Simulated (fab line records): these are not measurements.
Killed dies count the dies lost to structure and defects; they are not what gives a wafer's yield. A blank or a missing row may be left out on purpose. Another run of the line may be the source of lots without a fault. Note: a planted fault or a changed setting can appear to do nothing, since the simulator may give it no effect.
Struck lot and sound lot, side by side	flow n5-finfet	19 steps out of a route of 1938
Sound: the wafers L535.3, L535.5, L535.6. Wafers L532.2, L532.3, L532.4 were the ones struck. The cause is given at the end.
At each step with rows: each side's tool, then ch and its chambers, then its first start. Under that, the readings that differ: sound wafers	struck wafers	difference of the means	sigmas: that difference in standard deviations of wafers without a fault.
alike: readings with means less than 2 such deviations apart, plus words and numbers identical on both sides. not compared: withheld readings, readings lacking a value on some wafer, bounds such as >300 that could conceal the same value, and numbers that have no deviation in the record and whose values overlap.
A row with sigmas, a row that says differs or no value, or rows on one side alone: a step with any of these is where the two part. When numbers do not overlap yet have no deviation, they are printed without sigmas and do not part them. Lack of a reading on every wafer of one side parts them only where that side has two or more wafers.

first, 9 steps without rows for these wafers: N5_BEOL_M9_DESCUM_16 (chemistry O2, time 7.9 s); N5_BEOL_M9_ETCH_61 (etches SiARC in CF4, target depth 39 nm, time 65 s); N5_BEOL_M9_ETCH_62 (etches SOC in N2/H2, target depth 110 nm, overetch 22 nm, time 165 s); N5_BEOL_M9_STRIP_68 (strips in N2/H2); N5_BEOL_M9_STRIP_67 (strips in CF4); N5_BEOL_M9_HM_OPEN_17 (chemistry Cl2/BCl3, target TiN, target depth 20 nm, overetch 6 nm); N5_BEOL_M9_STRIP_19 (strips in O2); N5_BEOL_M9_COAT_63 (time 60 s, resist thk 60 nm); N5_BEOL_M9_COAT_64 (time 60 s, resist thk 12 nm).
N5_BEOL_M9_COAT_75: time 60 s, resist thk 5 nm.
  sound on litho-track-04 ch 0, day 15 22:01; struck on litho-track-01 ch 0, day 15 01:13
reading	sound	struck	difference	sigmas
spin-speed-rpm (rpm)	1500.3 1500.8 1499.5	1434.5 1432.5 1433.3	-66.8	-67
then, 7 steps without rows for these wafers: N5_BEOL_M9_COAT_22 (resist thk 30 nm); N5_BEOL_M9_EBR_24; N5_BEOL_M9_SOFTBAKE_23 (time 60 s); N5_BEOL_M9_EXPOSE_25 (exposes mask V8); N5_BEOL_M9_PEB_26 (peb time 60 s); N5_BEOL_M9_DEVELOP_27 (develop time 30 s); N5_BEOL_M9_DESCUM_33 (chemistry O2, time 7 s).
N5_BEOL_M9_ETCH_76: etches underlayer in N2/H2, target depth 6.5 nm, time 5.2 s.
  sound on rie-diel-04 ch 1,2, day 15 22:34; struck on rie-diel-06 ch 0,2,3, day 15 01:46
reading	sound	struck	difference	sigmas
etch-rf-on-time-s (s)	5.14 4.99 5.10	5.32 5.22 5.20	+0.17	+2
model.etch.depth-nm (nm)	4.999 5.008 4.984	5.121 5.109 5.114	+0.118	
  alike: drypump-motor-current-A, oes-product-au, rf-fwd-power-W, rf-vpp-V, showerhead-plenum-p-Torr, throttle-valve-pct
  not compared: rf-hours-counter-h
then, 1 step without rows for these wafers: N5_BEOL_M9_ETCH_65 (etches SiARC in CF4, target depth 15.6 nm, time 26 s).

WHERE THEY PART
First at N5_BEOL_M9_COAT_75; last, within this record, at N5_BEOL_M9_ETCH_76.

WHY: what had been put in by the simulator
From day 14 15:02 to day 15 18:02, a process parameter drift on litho-track-01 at N5_BEOL_M9_COAT_75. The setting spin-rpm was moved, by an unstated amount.
